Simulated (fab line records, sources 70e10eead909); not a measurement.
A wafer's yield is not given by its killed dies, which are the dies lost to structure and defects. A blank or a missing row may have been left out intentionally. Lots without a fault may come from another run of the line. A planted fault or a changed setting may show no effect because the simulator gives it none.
fab line records	flow nandHarc
record: lots: 24	wafers: 72	lastDay: 25
route steps=1159 shown A_CONTACT@903 A_M0@1013 A_BONDPAD@1079
lots that met no fault: from a run of the same line without faults
startH: start of the lot's first displayed wafer, in hours after the record's first day	waitH: time in hours since the lot's previous step	" as in the row above	L1.1+2: several wafers, shown together as one row	- no value, or no start given	* or withheld: withheld	< > ~ a bound
route shown NAME@n: names a module that has steps shown in the file, with the first one's number in the route	usual: the fault-free wafers' mean and standard deviation	same: alike in all rows	chamber/n: place in a boat	sites: per-site readings	_std_site: standard deviation of those values	_edge_site: the outer-site mean with the inner-site mean subtracted	radiusMm: how far each site lies from the wafer's centre	mask NAME#n: copy n	behind: the most recent tool/chamber to have shaped the wafer	hold: what put the lot on hold/how long, in hours/how the hold closed	device: names the non-switching transistor (n, p or np)	end of line: the same wafers' tests at the end of the route	for a step that has no rows: nothing shown but its recipe	killed: not the wafer's yield, but the dies lost to structure and defects at the first sort	map: the dies of a wafer, with x for killed, . for not killed, _ for no die there
set.NAME: the setting that was run; set.NAME@STEP: the one run at that earlier step	model.NAME: the simulator's own value behind a step, which no gauge read
a sample of lots followed through the steps of the route, with each step as a table and each wafer as a row
services: a tool's chamber out of use, with start hour (startH, from the record's first day; less than 0 if before it), hours out, and reason
== steps ==
step: NHARC_A_CONTACT_ETCH_78
recipe: targetDepthA: 28000	overEtchFrac: 0.3	timeS: 728	ionEnergyEv: 150	o2FlowSccm: 400	cosFlowSccm: 20	arFlowSccm: 0	rfW: 500	biasW: 300	chemistry: O2/COS
usual: chamberPressureMTorr: 20.000/0.018	drypumpMotorCurrentA: 5.8/0.34	oesProductAu: 0.999/0.0094	rfVppV: 314.2/2.4	showerheadPlenumPTorr: 3.12/0.15	throttleValvePct: 28.330/0.0085
lot.wafer	tool	chamber	startH	waitH	chamberPressureMTorr	drypumpMotorCurrentA	oesProductAu	rfHoursCounterH	rfVppV	showerheadPlenumPTorr	throttleValvePct
L074.4	rieDiel-08	2	-	-	19.979	4.9	1.001	14	319.0	3.30	28.327
L074.3	"	3	"	"	19.980	6.2	1.020	8	313.3	2.98	28.337
L074.5	"	0	"	"	20.017	6.3	1.012	-	312.6	3.02	28.326
L076.2	rieDiel-08	2	-	-	19.990	4.9	1.000	14	316.7	3.30	28.328
L076.3	"	0	"	"	19.983	6.3	0.999	12	311.7	3.02	28.324
L076.6	"	2	"	"	20.046	4.9	0.991	-	317.8	3.30	28.322
L075.4	rieDiel-04	1	-	-	20.003	5.5	0.992	28	312.3	3.07	28.340
L075.2	"	0	"	"	20.010	5.7	1.003	30	316.2	3.19	28.336
L075.5	"	2	"	"	20.021	5.6	1.008	-	317.2	3.33	28.322
L077.1	rieDiel-04	0	-	-	20.000	5.7	1.004	34	316.1	3.19	28.338
L077.4	"	2	"	"	20.021	5.6	1.003	24	316.9	3.33	28.329
L077.5	"	3	"	"	19.999	6.0	0.984	-	315.9	3.21	28.337
L079.1	rieDiel-06	1	-	-	20.035	6.2	0.996	55	310.0	2.93	28.340
L079.4	"	3	"	"	19.994	5.7	0.994	55	315.4	3.20	28.342
L079.5	"	1	"	"	19.992	6.2	1.004	-	310.0	2.93	28.321
L078.3	rieDiel-04	0	-	-	20.007	5.7	1.004	37	315.5	3.19	28.328
L078.4	"	1	"	"	20.007	5.5	1.005	35	314.5	3.06	28.332
L078.1	"	2	"	"	19.996	5.6	1.004	28	316.1	3.33	28.340
L080.2	rieDiel-04	0	-	-	19.998	5.7	0.996	41	314.5	3.19	28.336
L080.5	"	3	"	"	20.014	6.0	0.990	-	316.8	3.20	28.337
L080.6	"	0	"	"	19.994	5.7	1.009	-	313.4	3.19	28.328
L081.2	rieDiel-06	2	-	-	20.005	5.7	0.989	64	311.5	2.93	28.309
L081.4	"	0	"	"	20.001	5.6	0.997	60	311.5	2.90	28.338
L081.6	"	2	"	"	19.999	5.7	0.997	-	310.7	2.93	28.334
L082.1	rieDiel-04	2	-	-	20.011	5.6	1.006	39	316.9	3.32	28.339
L082.2	"	0	"	"	20.003	5.7	0.992	48	315.0	3.18	28.328
L082.6	"	2	"	"	20.005	5.7	1.008	-	318.5	3.32	28.324
L084.4	rieDiel-06	3	-	-	19.948	5.7	1.004	1	315.7	3.20	28.340
L084.3	"	0	"	"	20.024	5.6	1.008	1	319.9	3.37	28.323
L084.1	"	1	"	"	20.021	6.2	0.997	1	311.6	2.93	28.321
L083.3	rieDiel-06	1	-	-	19.984	6.2	1.004	1	311.7	2.93	28.342
L083.4	"	3	"	"	19.986	5.7	1.009	1	316.0	3.20	28.324
L083.5	"	1	"	"	20.004	6.2	0.998	-	311.9	2.93	28.341
L088.1	rieDiel-06	0	-	-	20.013	5.6	1.001	5	317.4	3.37	28.334
L088.3	"	1	"	"	20.014	6.2	1.001	6	312.0	2.93	28.318
L088.6	"	0	"	"	19.980	5.6	1.004	-	316.8	3.37	28.330
L087.2	rieDiel-06	1	-	-	20.038	6.2	0.994	6	310.8	2.93	28.344
L087.4	"	2	"	"	19.982	5.7	0.995	7	311.4	2.92	28.318
L087.5	"	2	"	"	20.001	5.7	0.984	-	312.3	2.92	28.333
L086.3	rieDiel-08	2	-	-	20.019	4.9	1.005	24	317.6	3.29	28.329
L086.2	"	3	"	"	20.027	6.2	1.004	19	312.2	2.98	28.322
L086.5	"	0	"	"	19.996	6.3	1.007	-	312.9	3.01	28.325
L089.3	rieDiel-04	2	-	-	19.961	5.6	1.010	53	316.5	3.31	28.347
L089.6	"	1	"	"	19.982	5.5	1.010	-	314.7	3.05	28.329
L089.5	"	2	"	"	19.992	5.6	1.018	-	317.4	3.31	28.324
L085.2	rieDiel-06	1	-	-	19.996	6.2	0.996	14	310.4	2.92	28.336
L085.3	"	2	"	"	20.003	5.7	0.981	14	310.9	2.92	28.343
L085.1	"	3	"	"	20.018	5.7	1.007	14	315.5	3.19	28.343
L091.4	rieDiel-08	2	-	-	19.984	4.9	1.002	29	317.5	3.29	28.321
L091.3	"	3	"	"	20.008	6.2	1.005	24	312.7	2.97	28.321
L091.5	"	1	"	"	19.979	6.1	0.989	-	313.8	3.04	28.335
L090.1	rieDiel-06	3	-	-	19.964	5.8	1.007	18	315.8	3.19	28.321
L090.4	"	1	"	"	19.982	6.2	0.997	18	310.3	2.92	28.352
L090.5	"	3	"	"	20.003	5.8	1.012	-	314.6	3.19	28.333
L093.3	rieDiel-06	2	-	-	19.979	5.7	0.991	24	310.6	2.92	28.326
L093.1	"	3	"	"	19.992	5.8	1.007	24	316.1	3.19	28.337
L093.5	"	1	"	"	19.950	6.2	0.983	-	312.2	2.92	28.326
L092.3	rieDiel-04	3	-	-	20.001	6.0	1.001	2	314.7	3.19	28.332
L092.5	"	2	"	"	19.986	5.6	0.999	-	317.0	3.31	28.324
L092.6	"	3	"	"	20.015	5.9	1.006	-	317.0	3.19	28.322
L094.3	rieDiel-04	2	-	-	20.004	5.6	0.991	5	316.6	3.31	28.317
L094.1	"	3	"	"	20.008	6.0	0.995	5	315.9	3.19	28.324
L094.6	"	3	"	"	20.010	6.0	1.007	-	316.1	3.19	28.338
L097.2	rieDiel-08	3	-	-	19.988	6.2	1.008	3	311.5	2.97	28.327
L097.1	"	2	"	"	20.018	4.9	1.004	2	317.2	3.29	28.330
L097.6	"	0	"	"	19.997	6.3	1.005	-	313.4	3.01	28.343
L095.3	rieDiel-04	3	-	-	20.008	6.0	0.991	18	314.6	3.19	28.328
L095.1	"	0	"	"	20.001	5.7	0.975	18	314.6	3.17	28.340
L095.5	"	3	"	"	20.018	6.0	0.986	-	314.9	3.18	28.320
L096.4	rieDiel-08	0	-	-	20.006	6.3	1.018	9	313.9	3.00	28.327
L096.2	"	3	"	"	20.003	6.2	1.001	9	312.6	2.97	28.331
L096.5	"	0	"	"	20.013	6.3	1.003	-	312.3	3.00	28.315
step: NHARC_A_CONTACT_ETCH_126
recipe: sourceW: withheld	pressureMtorr: 20	biasV: 1200	timeS: 155	targetDepthA: 9560	arFlowSccm: withheld	c4f8FlowSccm: withheld	o2FlowSccm: withheld	chemistry: C4F8/O2/Ar
usual: chamberPressureMTorr: 19.997/0.016
lot.wafer	tool	chamber	startH	waitH	chamberPressureMTorr	rfHoursCounterH
L074.3	harCapEtch-03	1	377.61	0.1	20.008	-
L074.4	"	0	"	"	19.999	-
L074.5	"	1	"	"	20.010	-
L076.2	harCapEtch-01	1	379.20	0.1	20.007	58
L076.3	"	0	"	"	19.988	-
L076.6	"	0	"	"	20.019	-
L075.2	harCapEtch-02	1	379.55	0.1	19.970	9
L075.4	"	0	"	"	20.013	-
L075.5	"	1	"	"	19.968	-
L077.1	harCapEtch-02	1	388.91	0.1	19.992	12
L077.4	"	0	"	"	20.012	-
L077.5	"	1	"	"	19.997	-
L079.1	harCapEtch-02	0	395.39	0.1	20.018	13
L079.4	"	1	"	"	19.974	-
L079.5	"	0	"	"	19.990	-
L078.1	harCapEtch-01	0	399.10	0.1	20.001	62
L078.3	"	0	"	"	19.994	-
L078.4	"	1	"	"	19.981	-
L080.2	harCapEtch-03	0	405.32	0.1	20.006	92
L080.5	"	1	"	"	20.001	-
L080.6	"	0	"	"	20.009	-
L081.2	harCapEtch-01	1	417.17	0.1	19.980	64
L081.4	"	0	"	"	19.978	-
L081.6	"	1	"	"	20.012	-
L082.1	harCapEtch-02	1	429.37	0.1	20.015	16
L082.2	"	0	"	"	20.016	16
L082.6	"	0	"	"	19.973	-
L084.1	harCapEtch-01	1	433.23	0.1	20.005	67
L084.4	"	0	"	"	20.009	-
L084.3	"	1	"	"	19.979	-
L083.3	harCapEtch-03	0	434.71	0.1	20.007	-
L083.4	"	1	"	"	19.993	-
L083.5	"	1	"	"	19.999	-
L088.1	harCapEtch-02	1	443.40	0.1	19.969	20
L088.3	"	1	"	"	19.991	-
L088.6	"	1	"	"	19.991	-
L087.2	harCapEtch-03	1	443.74	0.1	20.000	100
L087.4	"	0	"	"	19.995	-
L087.5	"	0	"	"	20.009	-
L086.2	harCapEtch-01	0	447.72	0.1	20.021	71
L086.3	"	1	"	"	19.997	-
L086.5	"	0	"	"	19.999	-
L089.3	harCapEtch-03	1	457.55	0.2	19.996	-
L089.5	"	1	"	"	19.999	-
L089.6	"	0	"	"	19.979	-
L085.1	harCapEtch-01	0	457.85	0.1	19.974	73
L085.2	"	1	"	"	19.995	73
L085.3	"	0	"	"	19.980	-
L091.3	harCapEtch-01	0	467.34	0.1	19.966	-
L091.4	"	1	"	"	19.979	-
L091.5	"	1	"	"	20.004	-
L090.1	harCapEtch-03	0	470.92	0.2	20.027	104
L090.4	"	0	"	"	19.989	-
L090.5	"	0	"	"	19.994	-
L093.1	harCapEtch-01	1	485.42	0.1	19.989	79
L093.3	"	1	"	"	20.029	-
L093.5	"	0	"	"	20.034	-
L092.3	harCapEtch-03	1	485.71	0.1	20.007	-
L092.6	"	1	"	"	19.968	-
L092.5	"	0	"	"	19.996	-
L094.1	harCapEtch-02	1	496.45	0.1	19.992	27
L094.3	"	1	"	"	20.017	-
L094.6	"	0	"	"	19.976	-
L097.2	harCapEtch-02	1	512.52	0.1	19.990	29
L097.1	"	0	"	"	19.988	29
L097.6	"	1	"	"	20.026	-
L095.1	harCapEtch-03	1	528.00	0.1	19.968	113
L095.3	"	0	"	"	19.991	-
L095.5	"	0	"	"	20.019	-
L096.2	harCapEtch-02	0	533.53	0.1	20.005	34
L096.4	"	0	"	"	20.001	-
L096.5	"	1	"	"	19.992	-
step: NHARC_A_CONTACT_ETCH_131
recipe: sourceW: withheld	pressureMtorr: 20	biasV: 1200	timeS: 155	targetDepthA: 9560	arFlowSccm: withheld	c4f8FlowSccm: withheld	o2FlowSccm: withheld	chemistry: C4F8/O2/Ar
usual: chamberPressureMTorr: 20.002/0.02
lot.wafer	tool	chamber	startH	waitH	chamberPressureMTorr	rfHoursCounterH
L074.3	harCapEtch-03	1	378.31	0.1	19.981	-
L074.4	"	0	"	"	20.019	-
L074.5	"	1	"	"	20.004	-
L076.2	harCapEtch-01	1	379.90	0.1	19.970	59
L076.3	"	0	"	"	20.016	-
L076.6	"	0	"	"	20.010	-
L075.2	harCapEtch-02	1	380.27	0.1	20.017	10
L075.4	"	0	"	"	20.018	-
L075.5	"	1	"	"	19.995	-
L077.1	harCapEtch-02	1	389.62	0.1	20.007	12
L077.4	"	0	"	"	20.020	-
L077.5	"	1	"	"	20.012	-
L079.1	harCapEtch-02	0	396.09	0.1	20.022	14
L079.4	"	1	"	"	19.987	-
L079.5	"	0	"	"	19.974	-
L078.1	harCapEtch-01	0	399.81	0.1	20.027	63
L078.3	"	0	"	"	20.017	-
L078.4	"	1	"	"	20.040	-
L080.2	harCapEtch-03	0	406.03	0.1	20.018	93
L080.5	"	1	"	"	19.977	-
L080.6	"	0	"	"	19.977	-
L081.2	harCapEtch-01	1	417.87	0.1	20.020	65
L081.4	"	0	"	"	20.005	-
L081.6	"	1	"	"	19.993	-
L082.1	harCapEtch-02	1	430.07	0.1	20.018	17
L082.2	"	0	"	"	19.992	17
L082.6	"	0	"	"	20.006	-
L084.1	harCapEtch-01	1	433.94	0.1	20.005	68
L084.4	"	0	"	"	19.995	-
L084.3	"	1	"	"	19.996	-
L083.3	harCapEtch-03	0	435.42	0.1	20.049	-
L083.4	"	1	"	"	20.007	-
L083.5	"	1	"	"	20.038	-
L088.1	harCapEtch-02	1	444.11	0.1	20.013	20
L088.3	"	1	"	"	20.046	-
L088.6	"	1	"	"	19.991	-
L087.2	harCapEtch-03	1	444.45	0.1	19.997	100
L087.4	"	0	"	"	20.014	-
L087.5	"	0	"	"	20.003	-
L086.2	harCapEtch-01	0	448.43	0.1	20.010	71
L086.3	"	1	"	"	20.006	-
L086.5	"	0	"	"	19.968	-
L089.3	harCapEtch-03	1	458.50	0.2	19.977	-
L089.5	"	1	"	"	19.985	-
L089.6	"	0	"	"	19.976	-
L085.1	harCapEtch-01	0	458.56	0.1	20.033	74
L085.2	"	1	"	"	19.990	74
L085.3	"	0	"	"	20.017	-
L091.3	harCapEtch-01	0	468.06	0.1	19.994	-
L091.4	"	1	"	"	19.982	-
L091.5	"	1	"	"	20.005	-
L090.1	harCapEtch-03	0	471.86	0.2	20.012	105
L090.4	"	0	"	"	20.011	-
L090.5	"	0	"	"	20.015	-
L093.1	harCapEtch-01	1	486.13	0.1	19.964	79
L093.3	"	1	"	"	19.982	-
L093.5	"	0	"	"	20.013	-
L092.3	harCapEtch-03	1	486.42	0.1	19.984	-
L092.6	"	1	"	"	20.007	-
L092.5	"	0	"	"	20.007	-
L094.1	harCapEtch-02	1	497.15	0.1	20.000	28
L094.3	"	1	"	"	20.023	-
L094.6	"	0	"	"	19.991	-
L097.2	harCapEtch-02	1	513.23	0.1	20.025	29
L097.1	"	0	"	"	19.993	29
L097.6	"	1	"	"	20.030	-
L095.1	harCapEtch-03	1	528.70	0.1	19.997	113
L095.3	"	0	"	"	19.971	-
L095.5	"	0	"	"	20.034	-
L096.2	harCapEtch-02	0	534.24	0.1	20.020	34
L096.4	"	0	"	"	20.004	-
L096.5	"	1	"	"	19.987	-
step: NHARC_A_M0_DEGAS_28
recipe: tempC: 250	timeS: 60
usual: heaterPowerW: 348/36
lot.wafer	tool	chamber	startH	waitH	heaterPowerW
L074.3	pvdSputter-01	-	399.03	-	328
L074.4	"	-	"	"	311
L074.5	"	-	"	"	353
L076.2	pvdSputter-03	-	401.30	-	375
L076.3	"	-	"	"	318
L076.6	"	-	"	"	381
L075.4	pvdSputter-01	-	401.97	-	363
L075.2	"	-	"	"	388
L075.5	"	-	"	"	307
L077.1	pvdSputter-01	-	404.61	-	294
L077.4	"	-	"	"	403
L077.5	"	-	"	"	356
L079.1	pvdSputter-01	-	410.59	-	392
L079.4	"	-	"	"	370
L079.5	"	-	"	"	399
L078.1	pvdSputter-01	-	422.09	-	329
L078.4	"	-	"	"	351
L078.3	"	-	"	"	300
L080.2	pvdSputter-01	-	426.45	-	359
L080.6	"	-	"	"	402
L080.5	"	-	"	"	338
L081.2	pvdSputter-01	-	437.15	-	362
L081.4	"	-	"	"	308
L081.6	"	-	"	"	362
L082.2	pvdSputter-02	-	450.28	-	328
L082.1	"	-	"	"	309
L082.6	"	-	"	"	332
L084.4	pvdSputter-03	-	456.81	-	330
L084.1	"	-	"	"	294
L084.3	"	-	"	"	387
L083.4	pvdSputter-01	-	456.96	-	297
L083.3	"	-	"	"	332
L083.5	"	-	"	"	359
L088.1	pvdSputter-02	-	461.42	-	332
L088.3	"	-	"	"	416
L088.6	"	-	"	"	409
L087.4	pvdSputter-01	-	462.14	-	328
L087.2	"	-	"	"	309
L087.5	"	-	"	"	402
L086.2	pvdSputter-01	-	464.58	-	360
L086.3	"	-	"	"	303
L086.5	"	-	"	"	322
L089.3	pvdSputter-03	-	475.04	-	374
L089.6	"	-	"	"	324
L089.5	"	-	"	"	305
L085.2	pvdSputter-01	-	475.48	-	306
L085.1	"	-	"	"	386
L085.3	"	-	"	"	362
L091.3	pvdSputter-01	-	493.60	-	393
L091.4	"	-	"	"	331
L091.5	"	-	"	"	392
L090.1	pvdSputter-02	-	497.94	-	410
L090.4	"	-	"	"	304
L090.5	"	-	"	"	417
L093.1	pvdSputter-01	-	508.40	-	309
L093.3	"	-	"	"	402
L093.5	"	-	"	"	358
L092.3	pvdSputter-03	-	508.96	-	375
L092.5	"	-	"	"	317
L092.6	"	-	"	"	308
L094.3	pvdSputter-03	-	515.25	-	320
L094.1	"	-	"	"	305
L094.6	"	-	"	"	315
L097.1	pvdSputter-01	-	531.40	-	402
L097.2	"	-	"	"	360
L097.6	"	-	"	"	310
L095.3	pvdSputter-01	-	549.15	-	303
L095.1	"	-	"	"	389
L095.5	"	-	"	"	388
L096.4	pvdSputter-03	-	556.68	-	374
L096.2	"	-	"	"	308
L096.5	"	-	"	"	385
step: NHARC_A_M0_PVD_20
recipe: targetThkA: 50	biasV: 168.6	powerW: 15000	chamberPressurePa: 0.12	timeS: 8.06	substrateTempC: 50	material: TaN
usual: chamberPressurePa: 0.12001/0.00022	throttleValvePct: 30.1/0.9
lot.wafer	tool	chamber	startH	waitH	chamberPressurePa	throttleValvePct
L074.3	pvdSputter-01	-	-	-	0.11994	30.7
L074.4	"	-	"	"	0.12003	29.3
L074.5	"	-	"	"	0.12013	30.7
L076.2	pvdSputter-03	-	-	-	0.11981	28.9
L076.3	"	-	"	"	0.1198	29.9
L076.6	"	-	"	"	0.11986	30.7
L075.4	pvdSputter-01	-	-	-	0.12019	30.9
L075.2	"	-	"	"	0.1202	29.3
L075.5	"	-	"	"	0.11986	30.6
L077.1	pvdSputter-01	-	-	-	0.12008	31.7
L077.4	"	-	"	"	0.12024	29.7
L077.5	"	-	"	"	0.12016	29.2
L079.1	pvdSputter-01	-	-	-	0.11992	31.3
L079.4	"	-	"	"	0.11968	29.5
L079.5	"	-	"	"	0.11961	29.3
L078.4	pvdSputter-01	-	-	-	0.12005	29.3
L078.3	"	-	"	"	0.11984	30.8
L078.1	"	-	"	"	0.12033	28.9
L080.2	pvdSputter-01	-	-	-	0.11988	31.6
L080.6	"	-	"	"	0.11969	28.7
L080.5	"	-	"	"	0.1198	32.0
L081.2	pvdSputter-01	-	-	-	0.12009	29.2
L081.4	"	-	"	"	0.12003	29.0
L081.6	"	-	"	"	0.12017	31.8
L082.1	pvdSputter-02	-	-	-	0.11958	29.4
L082.2	"	-	"	"	0.11986	29.0
L082.6	"	-	"	"	0.11997	30.3
L084.1	pvdSputter-03	-	-	-	0.12	29.9
L084.3	"	-	"	"	0.12029	30.0
L084.4	"	-	"	"	0.11988	30.3
L083.4	pvdSputter-01	-	-	-	0.11993	31.6
L083.3	"	-	"	"	0.11966	29.2
L083.5	"	-	"	"	0.12037	30.8
L088.3	pvdSputter-02	-	-	-	0.12005	29.3
L088.1	"	-	"	"	0.12014	30.0
L088.6	"	-	"	"	0.12013	30.5
L087.2	pvdSputter-01	-	-	-	0.12026	29.1
L087.4	"	-	"	"	0.12043	29.7
L087.5	"	-	"	"	0.12003	30.9
L086.3	pvdSputter-01	-	-	-	0.12011	30.4
L086.2	"	-	"	"	0.11975	29.0
L086.5	"	-	"	"	0.12005	29.0
L089.3	pvdSputter-03	-	-	-	0.12028	30.7
L089.6	"	-	"	"	0.12029	29.7
L089.5	"	-	"	"	0.1198	30.0
L085.3	pvdSputter-01	-	-	-	0.12012	30.7
L085.1	"	-	"	"	0.11989	29.2
L085.2	"	-	"	"	0.12018	29.2
L091.4	pvdSputter-01	-	-	-	0.12061	29.3
L091.3	"	-	"	"	0.12013	29.2
L091.5	"	-	"	"	0.12011	29.2
L090.1	pvdSputter-02	-	-	-	0.11951	30.5
L090.4	"	-	"	"	0.11998	29.1
L090.5	"	-	"	"	0.11976	29.4
L093.3	pvdSputter-01	-	-	-	0.12033	29.1
L093.1	"	-	"	"	0.12012	30.7
L093.5	"	-	"	"	0.11991	31.7
L092.3	pvdSputter-03	-	-	-	0.12009	30.0
L092.6	"	-	"	"	0.12023	30.6
L092.5	"	-	"	"	0.12004	29.8
L094.3	pvdSputter-03	-	-	-	0.12012	29.6
L094.1	"	-	"	"	0.12029	30.5
L094.6	"	-	"	"	0.12016	29.9
L097.1	pvdSputter-01	-	-	-	0.12025	29.5
L097.2	"	-	"	"	0.11992	29.3
L097.6	"	-	"	"	0.1198	29.7
L095.3	pvdSputter-01	-	-	-	0.12026	29.6
L095.1	"	-	"	"	0.12036	30.3
L095.5	"	-	"	"	0.12009	31.4
L096.4	pvdSputter-03	-	-	-	0.12041	29.5
L096.2	"	-	"	"	0.11997	30.4
L096.5	"	-	"	"	0.12022	29.6
step: NHARC_A_BONDPAD_STRIP_15
recipe: o2FlowSccm: 500	arFlowSccm: 0	biasW: 0	chemistry: O2
usual: chamberPressureMTorr: 60.00/0.057	drypumpMotorCurrentA: 5.9/0.46	oesProductAu: 0.999/0.01	rfVppV: 57.7/0.89	showerheadPlenumPTorr: 3.52/0.13	throttleValvePct: 17.036/0.0091
lot.wafer	tool	chamber	startH	waitH	chamberPressureMTorr	drypumpMotorCurrentA	oesProductAu	rfHoursCounterH	rfVppV	showerheadPlenumPTorr	throttleValvePct
L074.3	rieDiel-09	2	407.77	0.1	59.97	5.5	0.996	7	57.8	3.42	17.017
L074.5	"	0	"	"	59.99	6.4	0.988	-	59.5	3.70	17.018
L074.4	"	1	"	"	60.02	5.5	0.987	-	57.1	3.46	17.052
L076.3	rieDiel-08	3	409.75	0.1	59.96	6.2	1.011	14	56.4	3.37	17.032
L076.2	"	1	"	"	60.00	6.1	0.983	21	55.9	3.44	17.036
L076.6	"	2	"	"	60.05	4.9	1.008	-	58.6	3.72	17.012
L075.2	rieDiel-08	3	410.14	0.1	60.02	6.2	1.011	14	57.1	3.37	17.045
L075.4	"	0	"	"	60.04	6.3	1.004	18	58.7	3.41	17.037
L075.5	"	3	"	"	60.03	6.2	1.015	-	55.9	3.37	17.051
L077.1	rieDiel-09	1	412.94	0.1	59.95	5.4	0.986	7	57.3	3.46	17.056
L077.4	"	0	"	"	59.90	6.4	0.983	5	58.5	3.70	17.042
L077.5	"	2	"	"	59.90	5.5	1.000	-	57.2	3.42	17.037
L079.1	rieDiel-08	2	418.63	0.1	60.09	4.9	1.000	19	58.5	3.72	17.037
L079.4	"	1	"	"	60.01	6.1	0.984	22	56.2	3.44	17.032
L079.5	"	3	"	"	60.01	6.2	1.004	-	58.7	3.37	17.045
L078.1	rieDiel-08	0	430.52	0.1	60.06	6.3	0.999	20	57.0	3.41	17.057
L078.4	"	1	"	"	59.96	6.2	0.976	24	57.2	3.44	17.035
L078.3	"	3	"	"	59.99	6.2	1.001	17	57.0	3.37	17.021
L080.2	rieDiel-04	1	435.34	0.1	60.05	5.5	1.000	49	58.8	3.46	17.032
L080.5	"	0	"	"	60.10	5.7	0.996	-	57.1	3.59	17.046
L080.6	"	1	"	"	59.91	5.5	1.005	-	56.8	3.46	17.042
L081.2	rieDiel-09	3	445.88	0.1	60.06	6.3	0.995	0	58.2	3.50	17.033
L081.4	"	0	"	"	59.94	6.3	0.995	0	58.0	3.70	17.037
L081.6	"	2	"	"	59.91	5.5	0.998	-	58.4	3.42	17.030
L082.2	rieDiel-09	3	459.87	0.1	60.00	6.3	1.003	0	57.7	3.50	17.032
L082.1	"	1	"	"	60.00	5.5	0.977	1	56.8	3.46	17.034
L082.6	"	3	"	"	60.12	6.3	1.007	-	56.0	3.50	17.030
L084.1	rieDiel-08	3	465.19	0.1	59.94	6.2	0.997	24	57.8	3.36	17.049
L084.3	"	1	"	"	59.97	6.2	0.993	32	57.9	3.44	17.051
L084.4	"	2	"	"	60.06	4.9	0.993	29	58.4	3.71	17.038
L083.3	rieDiel-08	3	465.64	0.1	60.01	6.2	0.996	24	58.0	3.36	17.038
L083.4	"	2	"	"	60.01	4.9	0.997	29	59.2	3.71	17.034
L083.5	"	3	"	"	59.91	6.2	1.003	-	55.7	3.36	17.040
L088.1	rieDiel-09	0	469.73	0.1	60.06	6.4	0.998	1	58.9	3.70	17.044
L088.3	"	2	"	"	60.02	5.5	1.003	1	57.0	3.42	17.035
L088.6	"	3	"	"	60.06	6.3	1.003	-	59.0	3.50	17.027
L087.2	rieDiel-08	3	470.51	0.1	60.02	6.2	1.015	24	56.6	3.36	17.039
L087.4	"	1	"	"	60.05	6.1	0.991	33	57.1	3.44	17.029
L087.5	"	3	"	"	60.07	6.2	1.005	-	58.4	3.36	17.047
L086.2	rieDiel-09	2	472.99	0.1	59.99	5.5	0.992	2	57.6	3.42	17.044
L086.3	"	3	"	"	60.03	6.3	0.997	2	56.9	3.50	17.039
L086.5	"	0	"	"	60.05	6.4	0.989	-	57.5	3.70	17.040
L089.3	rieDiel-09	2	484.07	0.1	60.06	5.6	1.005	2	56.9	3.42	17.037
L089.6	"	0	"	"	60.06	6.3	1.006	-	57.8	3.70	17.026
L089.5	"	1	"	"	60.12	5.4	0.987	-	57.4	3.46	17.039
L085.1	rieDiel-04	1	484.25	0.1	59.97	5.5	0.992	2	57.2	3.45	17.028
L085.2	"	2	"	"	60.03	5.7	0.987	2	57.9	3.74	17.017
L085.3	"	0	"	"	60.07	5.7	0.987	2	57.5	3.59	17.046
L091.3	rieDiel-09	3	501.71	0.1	59.99	6.3	1.012	2	58.1	3.50	17.054
L091.4	"	1	"	"	60.01	5.5	0.982	2	58.0	3.46	17.034
L091.5	"	2	"	"	60.01	5.5	1.001	-	57.8	3.42	17.040
L090.4	rieDiel-04	3	506.25	0.1	60.05	6.0	0.990	10	58.0	3.60	17.028
L090.1	"	0	"	"	60.03	5.7	0.998	9	58.1	3.58	17.037
L090.5	"	3	"	"	59.96	6.0	1.002	-	57.5	3.60	17.037
L093.1	rieDiel-08	3	516.82	0.1	59.95	6.2	0.998	4	58.1	3.36	17.040
L093.3	"	1	"	"	59.96	6.2	0.996	3	56.9	3.43	17.038
L093.5	"	3	"	"	59.85	6.2	1.000	-	58.1	3.36	17.039
L092.3	rieDiel-09	2	518.26	0.1	59.94	5.5	0.989	3	58.3	3.42	17.040
L092.6	"	3	"	"	59.97	6.3	1.013	-	56.7	3.50	17.025
L092.5	"	0	"	"	60.09	6.4	1.006	-	58.3	3.70	17.023
L094.1	rieDiel-09	3	523.71	0.1	60.09	6.3	1.015	3	57.7	3.50	17.044
L094.3	"	2	"	"	60.01	5.5	1.003	3	57.4	3.42	17.035
L094.6	"	3	"	"	60.05	6.3	1.007	-	57.3	3.50	17.024
L097.1	rieDiel-09	3	540.53	0.1	60.09	6.3	1.026	4	58.2	3.50	17.033
L097.2	"	1	"	"	60.01	5.4	0.981	4	57.1	3.46	17.023
L097.6	"	0	"	"	59.91	6.4	1.004	-	58.9	3.70	17.045
L095.1	rieDiel-09	2	557.38	0.1	59.98	5.5	1.008	5	55.7	3.42	17.029
L095.3	"	3	"	"	59.97	6.3	1.014	5	59.1	3.50	17.018
L095.5	"	2	"	"	59.93	5.5	0.998	-	57.6	3.42	17.031
L096.2	rieDiel-04	1	565.02	0.1	60.05	5.5	0.991	34	57.3	3.43	17.037
L096.4	"	2	"	"	59.95	5.7	0.998	32	58.1	3.72	17.031
L096.5	"	0	"	"	60.04	5.7	1.003	-	57.5	3.57	17.036
== services ==
tool	chamber	startH	hours	kind
rieDiel-09	0	372.51	3.0	repair
pvdSputter-03	-	373.09	3.2	repair
rieDiel-08	2	384.74	5.2	repair
rieDiel-09	-	390.25	0.7	repair
rieDiel-09	3	404.75	5.5	repair
harCapEtch-02	-	407.79	0.4	repair
pvdSputter-03	-	418.19	5.3	repair
rieDiel-04	3	419.08	20.6	repair
rieDiel-06	-	419.80	9.0	pm
rieDiel-09	-	431.10	9.0	pm
pvdSputter-03	-	431.64	1.4	repair
pvdSputter-03	-	458.00	10.0	pm
rieDiel-04	-	466.31	9.0	pm
rieDiel-06	1	467.15	1.4	repair
rieDiel-09	1	472.46	2.5	repair
rieDiel-08	-	478.86	9.0	pm
rieDiel-06	1	498.91	4.0	repair
rieDiel-08	-	504.61	0.9	repair
rieDiel-08	1	510.47	3.5	repair
pvdSputter-01	-	514.05	10.0	pm
rieDiel-08	1	539.98	9.6	repair
harCapEtch-03	-	545.00	17.0	pm
pvdSputter-03	-	547.26	8.7	repair
rieDiel-08	1	562.47	5.0	repair
== key ==
fault none
